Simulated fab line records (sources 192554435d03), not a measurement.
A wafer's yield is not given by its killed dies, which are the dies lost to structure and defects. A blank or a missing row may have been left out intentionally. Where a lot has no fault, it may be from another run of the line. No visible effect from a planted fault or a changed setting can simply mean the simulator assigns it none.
Matching of chambers / flow n5 finfet / rie diel-02 running N5_BEOL_M13_TRENCH_ETCH_34: 4 sister chambers
The step etches SiOC in C4F8/O2/Ar, target depth 413.47 nm, time 162.6 s. 36 wafers are shown with their chamber, then 12 later ones without.

## WAFERS PAIRED WITH THEIR CHAMBERS
wafer=L075.2; chamber=1; throttle valve pct (%)=24.41; drypump motor current A (A)=6.4; showerhead plenum p Torr (Torr)=3.30
wafer=L075.4; chamber=3; throttle valve pct (%)=24.30; drypump motor current A (A)=6.0; showerhead plenum p Torr (Torr)=3.27
wafer=L075.5; chamber=2; throttle valve pct (%)=23.87; drypump motor current A (A)=5.6; showerhead plenum p Torr (Torr)=3.48
wafer=L081.1; chamber=2; throttle valve pct (%)=23.88; drypump motor current A (A)=5.6; showerhead plenum p Torr (Torr)=3.47
wafer=L081.2; chamber=0; throttle valve pct (%)=23.54; drypump motor current A (A)=5.0; showerhead plenum p Torr (Torr)=3.49
wafer=L081.3; chamber=3; throttle valve pct (%)=24.32; drypump motor current A (A)=6.0; showerhead plenum p Torr (Torr)=3.26
wafer=L081.4; chamber=1; throttle valve pct (%)=24.41; drypump motor current A (A)=6.4; showerhead plenum p Torr (Torr)=3.29
wafer=L081.5; chamber=3; throttle valve pct (%)=24.32; drypump motor current A (A)=6.0; showerhead plenum p Torr (Torr)=3.26
wafer=L081.6; chamber=2; throttle valve pct (%)=23.88; drypump motor current A (A)=5.6; showerhead plenum p Torr (Torr)=3.47
wafer=L084.1; chamber=3; throttle valve pct (%)=24.36; drypump motor current A (A)=6.0; showerhead plenum p Torr (Torr)=3.26
wafer=L084.2; chamber=1; throttle valve pct (%)=24.45; drypump motor current A (A)=6.4; showerhead plenum p Torr (Torr)=3.28
wafer=L084.3; chamber=2; throttle valve pct (%)=23.89; drypump motor current A (A)=5.6; showerhead plenum p Torr (Torr)=3.47
wafer=L084.4; chamber=2; throttle valve pct (%)=23.88; drypump motor current A (A)=5.6; showerhead plenum p Torr (Torr)=3.47
wafer=L084.5; chamber=3; throttle valve pct (%)=24.33; drypump motor current A (A)=6.0; showerhead plenum p Torr (Torr)=3.26
wafer=L084.6; chamber=1; throttle valve pct (%)=24.43; drypump motor current A (A)=6.4; showerhead plenum p Torr (Torr)=3.28
wafer=L085.1; chamber=1; throttle valve pct (%)=24.43; drypump motor current A (A)=6.5; showerhead plenum p Torr (Torr)=3.28
wafer=L085.2; chamber=2; throttle valve pct (%)=23.90; drypump motor current A (A)=5.6; showerhead plenum p Torr (Torr)=3.47
wafer=L085.3; chamber=3; throttle valve pct (%)=24.33; drypump motor current A (A)=6.0; showerhead plenum p Torr (Torr)=3.26
wafer=L085.4; chamber=3; throttle valve pct (%)=24.34; drypump motor current A (A)=6.0; showerhead plenum p Torr (Torr)=3.26
wafer=L085.5; chamber=1; throttle valve pct (%)=24.44; drypump motor current A (A)=6.4; showerhead plenum p Torr (Torr)=3.28
wafer=L085.6; chamber=2; throttle valve pct (%)=23.88; drypump motor current A (A)=5.6; showerhead plenum p Torr (Torr)=3.47
wafer=L088.1; chamber=3; throttle valve pct (%)=24.34; drypump motor current A (A)=6.0; showerhead plenum p Torr (Torr)=3.26
wafer=L088.2; chamber=1; throttle valve pct (%)=24.44; drypump motor current A (A)=6.4; showerhead plenum p Torr (Torr)=3.28
wafer=L088.3; chamber=2; throttle valve pct (%)=23.90; drypump motor current A (A)=5.6; showerhead plenum p Torr (Torr)=3.47
wafer=L088.4; chamber=2; throttle valve pct (%)=23.90; drypump motor current A (A)=5.6; showerhead plenum p Torr (Torr)=3.47
wafer=L088.5; chamber=3; throttle valve pct (%)=24.35; drypump motor current A (A)=6.0; showerhead plenum p Torr (Torr)=3.26
wafer=L088.6; chamber=1; throttle valve pct (%)=24.43; drypump motor current A (A)=6.4; showerhead plenum p Torr (Torr)=3.28
wafer=L092.1; chamber=1; throttle valve pct (%)=24.44; drypump motor current A (A)=6.4; showerhead plenum p Torr (Torr)=3.28
wafer=L092.2; chamber=0; throttle valve pct (%)=23.55; drypump motor current A (A)=5.0; showerhead plenum p Torr (Torr)=3.48
wafer=L092.3; chamber=2; throttle valve pct (%)=23.90; drypump motor current A (A)=5.6; showerhead plenum p Torr (Torr)=3.46
wafer=L092.4; chamber=0; throttle valve pct (%)=23.55; drypump motor current A (A)=5.1; showerhead plenum p Torr (Torr)=3.48
wafer=L092.5; chamber=1; throttle valve pct (%)=24.46; drypump motor current A (A)=6.5; showerhead plenum p Torr (Torr)=3.28
wafer=L092.6; chamber=2; throttle valve pct (%)=23.91; drypump motor current A (A)=5.6; showerhead plenum p Torr (Torr)=3.46
wafer=L090.1; chamber=2; throttle valve pct (%)=23.91; drypump motor current A (A)=5.6; showerhead plenum p Torr (Torr)=3.46
wafer=L090.2; chamber=0; throttle valve pct (%)=23.57; drypump motor current A (A)=5.0; showerhead plenum p Torr (Torr)=3.48
wafer=L090.3; chamber=1; throttle valve pct (%)=24.45; drypump motor current A (A)=6.4; showerhead plenum p Torr (Torr)=3.28

SIGNATURES (averages over the wafers above)
reading=throttle valve pct; chamber 0=23.5525; chamber 1=24.4355; chamber 2=23.8917; chamber 3=24.3322; scatter within a chamber=0.0153
reading=drypump motor current A; chamber 0=5.025; chamber 1=6.418; chamber 2=5.600; chamber 3=6.000; scatter within a chamber=0.0273
reading=showerhead plenum p Torr; chamber 0=3.4825; chamber 1=3.2827; chamber 2=3.4683; chamber 3=3.2611; scatter within a chamber=0.00545
Rule: a wafer lies at a distance from a chamber equal to the root of the sum of squares, over the readings, of (its reading less the chamber's mean, divided by the reading's scatter). If the next closest chamber is less than 2 further off than the closest, the wafer can't be placed; otherwise it belongs to the closest. The scatter is the square root of a quotient: the sum, over the shown wafers, of each reading's squared deviation from its chamber's mean, divided by wafers minus chambers.

## WAFERS WITHOUT THEIR CHAMBER
wafer=L090.4; throttle valve pct (%)=24.44; drypump motor current A (A)=6.4; showerhead plenum p Torr (Torr)=3.28
wafer=L090.5; throttle valve pct (%)=23.54; drypump motor current A (A)=5.0; showerhead plenum p Torr (Torr)=3.48
wafer=L090.6; throttle valve pct (%)=23.91; drypump motor current A (A)=5.6; showerhead plenum p Torr (Torr)=3.46
wafer=L093.1; throttle valve pct (%)=23.92; drypump motor current A (A)=5.6; showerhead plenum p Torr (Torr)=3.46
wafer=L093.2; throttle valve pct (%)=23.57; drypump motor current A (A)=5.0; showerhead plenum p Torr (Torr)=3.48
wafer=L093.6; throttle valve pct (%)=24.45; drypump motor current A (A)=6.5; showerhead plenum p Torr (Torr)=3.28
wafer=L095.2; throttle valve pct (%)=24.04; drypump motor current A (A)=6.0; showerhead plenum p Torr (Torr)=3.65
wafer=L095.3; throttle valve pct (%)=24.46; drypump motor current A (A)=6.4; showerhead plenum p Torr (Torr)=3.27
wafer=L095.6; throttle valve pct (%)=23.58; drypump motor current A (A)=5.0; showerhead plenum p Torr (Torr)=3.47
wafer=L097.1; throttle valve pct (%)=23.63; drypump motor current A (A)=5.5; showerhead plenum p Torr (Torr)=3.45
wafer=L097.2; throttle valve pct (%)=24.04; drypump motor current A (A)=6.0; showerhead plenum p Torr (Torr)=3.65
wafer=L097.4; throttle valve pct (%)=24.48; drypump motor current A (A)=6.5; showerhead plenum p Torr (Torr)=3.27

## EACH ONE'S CHAMBER
wafer=L090.4; from the rows above=1; in truth=1
wafer=L090.5; from the rows above=0; in truth=0
wafer=L090.6; from the rows above=2; in truth=2
wafer=L093.1; from the rows above=2; in truth=2
wafer=L093.2; from the rows above=0; in truth=0
wafer=L093.6; from the rows above=1; in truth=1
wafer=L095.2; from the rows above=2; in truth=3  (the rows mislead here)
wafer=L095.3; from the rows above=1; in truth=1
wafer=L095.6; from the rows above=0; in truth=0
wafer=L097.1; from the rows above=can't be placed: 2 or 0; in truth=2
wafer=L097.2; from the rows above=2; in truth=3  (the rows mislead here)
wafer=L097.4; from the rows above=1; in truth=1
Correctly placed: 9 of 12. From these rows, 1 cannot be placed; in 1 the true chamber is one of the candidates. Wrongly placed: 2.
